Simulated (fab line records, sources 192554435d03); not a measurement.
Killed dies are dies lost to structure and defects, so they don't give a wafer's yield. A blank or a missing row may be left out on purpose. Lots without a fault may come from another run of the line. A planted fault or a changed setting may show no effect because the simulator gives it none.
Split-lot experiment | flow n5_finfet | 7 lots, 39 wafers read, on a route of 1938 steps

THE SPLIT
At N5_GATE_CUT_ETCH_56 (etches TiN in Cl2/Ar, target depth 21.6 nm), the setting target_depth_a was moved away from the recipe's 216 angstrom on 12 of the 39 wafers read, by -32.9% to +42.4%. The other wafers ran this setting at the recipe's value.

The reading is taken at the split's own step.

THE READING
etch.depth_nm (the simulator's own value, which no gauge read), in nm, at N5_GATE_CUT_ETCH_56 (etches TiN in Cl2/Ar, target depth 21.6 nm). The file gives no usual value for it. The 27 wafers here that ran the recipe average 21.76 nm, standard deviation 0.55 nm.

wafer  | tool, chamber at the split | target_depth_a as run, angstrom | against the recipe | etch.depth_nm, nm | against lot-mates on the recipe
L075.1 | rie_metal-03, 0            | 216                             | recipe             | 21.39             | -
L075.2 | rie_metal-03, 1            | 216                             | recipe             | 22.4              | -
L075.6 | rie_metal-03, 1            | 216                             | recipe             | 22.46             | -
L077.1 | rie_metal-02, 1            | 154.2                           | -28.6%             | 15.33             | -6.34
L077.2 | rie_metal-02, 0            | 154.2                           | -28.6%             | 15.68             | -5.99
L077.3 | rie_metal-02, 1            | 216                             | recipe             | 21.39             | -
L077.4 | rie_metal-02, 0            | 216                             | recipe             | 21.89             | -
L077.5 | rie_metal-02, 1            | 154.2                           | -28.6%             | 15.34             | -6.33
L077.6 | rie_metal-02, 0            | 216                             | recipe             | 21.73             | -
L083.1 | rie_metal-01, 0            | 216                             | recipe             | 21.06             | -
L083.2 | rie_metal-01, 1            | 150.7                           | -30.2%             | 15.82             | -5.82
L083.3 | rie_metal-01, 0            | 150.7                           | -30.2%             | 14.8              | -6.84
L083.4 | rie_metal-01, 1            | 150.7                           | -30.2%             | 15.79             | -5.85
L083.5 | rie_metal-01, 0            | 216                             | recipe             | 21.22             | -
L083.6 | rie_metal-01, 1            | 216                             | recipe             | 22.65             | -
L084.1 | rie_metal-02, 1            | 216                             | recipe             | 21.5              | -
L084.2 | rie_metal-02, 0            | 216                             | recipe             | 21.95             | -
L084.3 | rie_metal-02, 1            | 216                             | recipe             | 21.55             | -
L084.4 | rie_metal-02, 0            | 145                             | -32.9%             | 14.73             | -6.94
L084.5 | rie_metal-02, 1            | 145                             | -32.9%             | 14.46             | -7.21
L084.6 | rie_metal-02, 0            | 145                             | -32.9%             | 14.83             | -6.84
L086.1 | rie_metal-03, 1            | 216                             | recipe             | 22.19             | -
L086.2 | rie_metal-03, 0            | 216                             | recipe             | 21.27             | -
L086.3 | rie_metal-03, 0            | 216                             | recipe             | 21.48             | -
L086.4 | rie_metal-03, 1            | 216                             | recipe             | 22.27             | -
L086.5 | rie_metal-03, 0            | 216                             | recipe             | 21.11             | -
L086.6 | rie_metal-03, 1            | 216                             | recipe             | 22.05             | -
L088.1 | rie_metal-03, 0            | 216                             | recipe             | 21.4              | -
L088.2 | rie_metal-03, 1            | 307.5                           | +42.4%             | 31.67             | +9.92
L088.3 | rie_metal-03, 0            | 216                             | recipe             | 21.53             | -
L088.4 | rie_metal-03, 1            | 216                             | recipe             | 22.31             | -
L088.5 | rie_metal-03, 0            | 307.5                           | +42.4%             | 30.51             | +8.76
L088.6 | rie_metal-03, 1            | 307.5                           | +42.4%             | 31.66             | +9.91
L093.1 | rie_metal-01, 0            | 216                             | recipe             | 21.1              | -
L093.2 | rie_metal-01, 1            | 216                             | recipe             | 22.64             | -
L093.3 | rie_metal-01, 0            | 216                             | recipe             | 20.99             | -
L093.4 | rie_metal-01, 1            | 216                             | recipe             | 22.54             | -
L093.5 | rie_metal-01, 0            | 216                             | recipe             | 20.95             | -
L093.6 | rie_metal-01, 1            | 216                             | recipe             | 22.47             | -

THE FIT
A straight line over all 39 wafers: etch.depth_nm changes by +0.219 nm for each +1% of target_depth_a; r = +0.99; the points scatter about the line by 0.53 nm.
The same after taking each lot's own level away (the mean of its wafers on the recipe; 39 wafers): +0.217 nm for each +1%; r = +0.99; scatter 0.53 nm.
On that fit, the largest move of target_depth_a shifts the reading by 9.2 nm.
The lots' own levels span 21.643 to 22.083 nm, that is 0.8 times the standard deviation above.
So the lot-to-lot level changes the slope little: the two slopes agree.
Check: with one of the wafers moved furthest among these (+42.4%) left out of the fit, the line predicts +9.13 nm for it against its lot-mates. It came out at +9.92 nm against them.

OTHER SPLITS ON THESE WAFERS
These wafers also went through other splits before the reading. Each is held against what the fit with the lots' levels taken away leaves over:
other split on the same wafers           | wafers away from the commonest value | r with etch.depth_nm (lot level and that fit taken away)
N5_PMOS_HMC_CHANNEL_EPI_HM_DEP_34 time_s | 12                                   | +0.19
N5_HKMG_FIN_ETCH_58 target_depth_a       | 12                                   | -0.12

THE FILE'S OWN FIT
etch.depth_nm changes by +0.217 nm for each +1% of target_depth_a, r = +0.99.
